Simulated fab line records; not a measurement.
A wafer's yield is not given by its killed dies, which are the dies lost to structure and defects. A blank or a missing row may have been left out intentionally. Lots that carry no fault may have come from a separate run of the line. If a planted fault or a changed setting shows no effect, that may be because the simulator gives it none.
Chamber matching    flow nand-harc    NHARC_A_STAIRCASE_ETCH_444 on rie-diel-13 has 4 sister chambers
The step etches the open film in C4F8/O2, target depth 20400 nm, time 6800 s. 4 wafers are shown with their chamber, then 10 later ones without.

## WAFERS WITH THEIR CHAMBER
wafer   chamber  rf-vpp-V (V)
L083.4  0        807
L083.6  1        815
L089.2  3        815
L089.3  2        808

## WAFERS WHOSE CHAMBER IS MISSING
wafer   rf-vpp-V (V)
L089.6  808
L090.1  813
L090.2  805
L090.6  816
L091.2  805
L091.3  814
L091.6  809
L096.1  803
L096.3  816
L096.4  807

## CHAMBER TAKEN BY EACH
wafer   from the rows above           in truth
L089.6  can't be placed: 2 or 0       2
L090.1  can't be placed: 1 or 3 or 2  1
L090.2  can't be placed: 0 or 2       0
L090.6  can't be placed: 1 or 3       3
L091.2  can't be placed: 0 or 2       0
L091.3  can't be placed: 1 or 3       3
L091.6  can't be placed: 2 or 0       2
L096.1  can't be placed: 0 or 2       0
L096.3  can't be placed: 1 or 3       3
L096.4  can't be placed: 0 or 2       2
Correctly placed: 0 of 10. Not placeable from these rows: 10 (in 10, the candidates include the true chamber). Number placed wrongly: 0.
How it was worked out, from the rows above alone: a wafer's distance from a chamber is the root of the sum, over the readings, of the square of ((its reading less the chamber's mean) divided by the reading's scatter). The wafer belongs to the nearest chamber; if the next one is less than 2 further off, it can't be placed. Each chamber's mean is taken over the wafers shown for it. The scatter (one wafer shown for each chamber): square how far every hidden wafer sits from the nearest shown wafer, average those squares and take the square root.
